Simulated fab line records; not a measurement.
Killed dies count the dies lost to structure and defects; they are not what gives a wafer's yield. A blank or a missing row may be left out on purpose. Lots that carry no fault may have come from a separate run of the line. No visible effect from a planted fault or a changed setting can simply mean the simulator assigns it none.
One fault seen from 2 desks :: flow nand harc :: each desk holds nothing but its own numbers, with what lay behind them at the end

## AT THE TOOL OWNER'S DESK: cvd w-02
The tool's own readings at NHARC_P_CONTACT_CVD_23 (deposits W, target thk 200 nm, time 557 s): means of the sampled wafers that have a number, for each lot that ran on this tool. If a lot's mean is further than 4 standard deviations from the usual mean, the lot is out of limits and carries the mark OUT (the distance appears in the brackets).
Columns: A = heater power w at NHARC_P_CONTACT_CVD_23, usual 474 W; B = throttle valve pct at NHARC_P_CONTACT_CVD_23, usual 8.11 %
lot: L244
first seen here: day 6 19:21
A: 465
B: 8.31

lot: L246
first seen here: day 7 13:01
A: 447
B: 8.24

lot: L248
first seen here: day 8 09:59
A: 472
B: 8.58

lot: L249
first seen here: day 8 21:52
A: 462
B: 8.41

lot: L254
first seen here: day 11 04:07
A: 460
B: 8.34

lot: L262
first seen here: day 14 09:24
A: 466
B: 8.26

lot: L261
first seen here: day 14 15:36
A: 446
B: 8.22
Finding of this desk: none of the 7 lots has anything out of limits.

## METROLOGY DESK
Means of the sampled wafers that have a number, per lot and without regard to the tool the lot ran on: this is what the gauges read. If a lot's mean is further than 4 standard deviations from the usual mean, the lot is out of limits and carries the mark OUT (the distance appears in the brackets).
Columns: A = overlay x nm at NHARC_HYBRID_BOND_OVL_MEAS_05, usual -4 nm; B = overlay y nm at NHARC_HYBRID_BOND_OVL_MEAS_05, usual 2 nm
lot: L243
first seen here: day 25 00:56
A: -13
B: 11

lot: L246
first seen here: day 25 00:56
A: -15
B: -21

lot: L247
first seen here: day 25 00:56
A: -14
B: 42

lot: L244
first seen here: day 25 10:11
A: -31
B: -7

lot: L248
first seen here: day 25 17:29
A: -15
B: -1

lot: L249
first seen here: day 26 16:48
A: -28
B: 1

lot: L252
first seen here: day 28 02:47
A: -18
B: 19

lot: L254
first seen here: day 28 22:05
A: 21
B: -12

lot: L255
first seen here: day 28 22:05
A: -10
B: -16

lot: L262
first seen here: day 31 19:17
A: 28
B: 35

lot: L263
first seen here: day 31 19:17
A: 5
B: 20

lot: L261
first seen here: day 32 10:56
A: 3
B: -6
Finding of this desk: none of the 12 lots has anything out of limits.

## TAKEN TOGETHER
Nothing out of limits was seen by the tool owner's desk.
The metrology desk saw nothing out of limits.

## WHAT THE SIMULATOR PUT IN
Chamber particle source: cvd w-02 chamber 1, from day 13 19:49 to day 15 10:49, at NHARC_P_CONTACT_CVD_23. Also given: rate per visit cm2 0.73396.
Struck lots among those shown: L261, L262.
